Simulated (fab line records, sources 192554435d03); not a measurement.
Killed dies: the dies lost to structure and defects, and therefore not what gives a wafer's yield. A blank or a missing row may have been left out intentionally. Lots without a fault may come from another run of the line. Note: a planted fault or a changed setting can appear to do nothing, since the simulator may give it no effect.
Which tool is to blame? | flow n5 finfet | 12 lots (36 wafers sampled), 1 step of a 1938-step route

## WHAT EACH GAUGE READ, for each wafer
N5_WELL_APT_CD_MEAS_08: the cd target is 200 nm.
lot  | measured    | on        | cd nm (nm)
L075 | day 1 19:34 | cd sem-01 | 198.9 198.8 196.1
L077 | day 2 08:01 | cd sem-03 | 198.5 199.6 197.0
L079 | day 2 19:58 | cd sem-01 | 196.3 197.6 197.7
L081 | day 3 07:49 | cd sem-02 | 201.1 198.2 203.1
L083 | day 3 19:46 | cd sem-03 | 200.8 198.7 197.8
L085 | day 4 07:57 | cd sem-01 | 200.8 201.3 200.5
L087 | day 4 19:45 | cd sem-03 | 201.8 200.6 200.1
L089 | day 5 07:51 | cd sem-03 | 198.0 200.5 199.0
L091 | day 5 19:44 | cd sem-01 | 199.9 198.2 198.2
L093 | day 6 08:01 | cd sem-02 | 201.8 199.8 202.4
L095 | day 6 19:59 | cd sem-03 | 200.5 199.7 199.7
L097 | day 7 07:35 | cd sem-01 | 197.7 200.0 198.5

## TOOL THAT RAN EACH LOT (tool first, then ch and the chambers of the sampled wafers, then the start)
The record holds no process step before these readings.

## THE ANSWER, worked out from the rows above alone
Rule: the lots themselves supply what counts as usual. Put in order of their means at a reading, lots are off if they are a third of the lots or fewer, leave a main group of 4 or more, and stand apart from it by a gap of 3 or more times the standard deviation of the main group's means; of several such gaps the widest counts. If all means in a main group match to the digits the tables above print for the reading, that group is not used. Also off: a lot with no number at a reading for which 4 or more lots have one. The other lots that the step has rows for count as sound.
No lot is off at any reading shown: from this, nothing can be told.

## WHAT THE SIMULATOR PUT IN
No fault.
